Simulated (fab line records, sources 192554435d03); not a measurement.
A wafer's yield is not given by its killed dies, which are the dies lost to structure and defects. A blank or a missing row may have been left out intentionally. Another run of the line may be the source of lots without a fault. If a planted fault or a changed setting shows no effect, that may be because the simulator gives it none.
Chamber matching -- flow n5-finfet -- 4 sister chambers for N5_SD_EPI_P_ETCH_37 on rie-diel-02
The step etches SOC in N2/H2, overetch 108 nm, time 486 s. 4 wafers are shown with their chamber, then 12 later ones without.

## WAFERS PAIRED WITH THEIR CHAMBERS
wafer,chamber,showerhead-plenum-p-Torr (Torr)
L083.3,3,2.62
L086.1,2,2.46
L086.4,0,2.40
L086.5,1,2.49

## WAFERS WITHOUT THEIR CHAMBER
wafer,showerhead-plenum-p-Torr (Torr)
L091.4,2.48
L091.5,2.46
L091.6,2.61
L092.1,2.61
L092.2,2.40
L092.4,2.40
L093.1,2.61
L093.4,2.40
L093.5,2.61
L096.1,2.45
L096.5,2.40
L096.6,2.61

## WHICH CHAMBER EACH ONE RAN IN
wafer,from the rows above,in truth
L091.4,can't be placed: 1 or 2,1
L091.5,2,2
L091.6,3,3
L092.1,3,3
L092.2,0,0
L092.4,0,0
L093.1,3,3
L093.4,0,0
L093.5,3,3
L096.1,2,2
L096.5,0,0
L096.6,3,3
Correct placement for 11 of the 12. Can't be placed from these rows: 1 (the true chamber is among the candidates in 1). Wrongly placed: 0.
How it was worked out, from the rows above alone: a wafer's distance from a chamber is the root of the sum, over the readings, of the square of ((its reading less the chamber's mean) divided by the reading's scatter). The wafer belongs to the nearest chamber; if the next one is less than 2 further off, it can't be placed. The mean given for a chamber averages the wafers shown for that chamber. The scatter: root of mean squared gap, hidden wafer to nearest shown wafer, with one shown wafer a chamber.
